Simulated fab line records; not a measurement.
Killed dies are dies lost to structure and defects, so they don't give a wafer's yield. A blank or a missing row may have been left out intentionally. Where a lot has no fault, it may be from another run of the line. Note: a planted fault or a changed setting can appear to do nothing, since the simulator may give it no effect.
Matching of chambers	flow nandHarc	NHARC_A_SLIT_ETCH_29 on rieDiel-06 has 4 sister chambers
The step etches the open film in CF4/O2, target depth 100 nm, overetch 10 nm, time 55 s. 16 wafers are shown with their chamber, then 8 later ones without.

WAFERS WITH THEIR CHAMBER
wafer	chamber	drypumpMotorCurrentA (A)	rfVppV (V)	oesProductAu (a.u.)
L078.3	2	5.5	194.4	1.008
L078.5	3	5.7	200.2	1.021
L078.6	2	5.5	196.6	1.004
L084.2	3	5.7	197.7	1.008
L084.3	1	5.1	197.4	0.993
L084.6	0	5.5	198.3	0.997
L083.1	0	5.5	199.1	0.997
L083.2	1	5.1	197.9	0.994
L083.3	2	5.5	195.5	1.015
L086.1	2	5.5	196.1	1.004
L086.2	1	5.1	198.0	0.994
L086.5	2	5.5	196.5	1.007
L087.1	2	5.5	195.5	0.995
L087.5	3	5.8	199.6	1.003
L087.6	2	5.5	195.2	0.995
L091.1	0	5.5	198.8	0.992

SIGNATURES (means of the wafers above)
reading	chamber 0	chamber 1	chamber 2	chamber 3	scatter within a chamber
drypumpMotorCurrentA	5.500	5.100	5.500	5.733	0.0236
rfVppV	198.733	197.767	195.686	199.167	0.794
oesProductAu	0.99533	0.99367	1.00400	1.01067	0.00644
Rule: for a wafer and a chamber, the distance is found by dividing, reading by reading, the gap between the wafer's reading and the chamber's mean by the reading's scatter, squaring, summing and taking the root. If the next closest chamber is less than 2 further off than the closest, the wafer can't be placed; otherwise it belongs to the closest. The scatter is the square root of a quotient: the sum, over the shown wafers, of each reading's squared deviation from its chamber's mean, divided by wafers minus chambers.

WAFERS WHOSE CHAMBER IS MISSING
wafer	drypumpMotorCurrentA (A)	rfVppV (V)	oesProductAu (a.u.)
L091.2	5.7	199.4	1.009
L091.3	5.1	196.2	0.994
L094.1	5.1	198.6	0.993
L094.2	5.7	199.1	1.021
L094.5	5.5	197.5	1.002
L097.2	5.7	199.6	0.995
L097.5	5.5	199.3	0.986
L097.6	5.7	198.6	1.003

CHAMBER TAKEN BY EACH
wafer	from the rows above	in truth
L091.2	3	3
L091.3	1	1
L094.1	1	1
L094.2	3	3
L094.5	can't be placed: 0 or 2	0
L097.2	3	3
L097.5	0	0
L097.6	3	3
Placed correctly: 7 of 8. Not placeable from these rows: 1 (in 1, the candidates include the true chamber). Wrongly placed: 0.
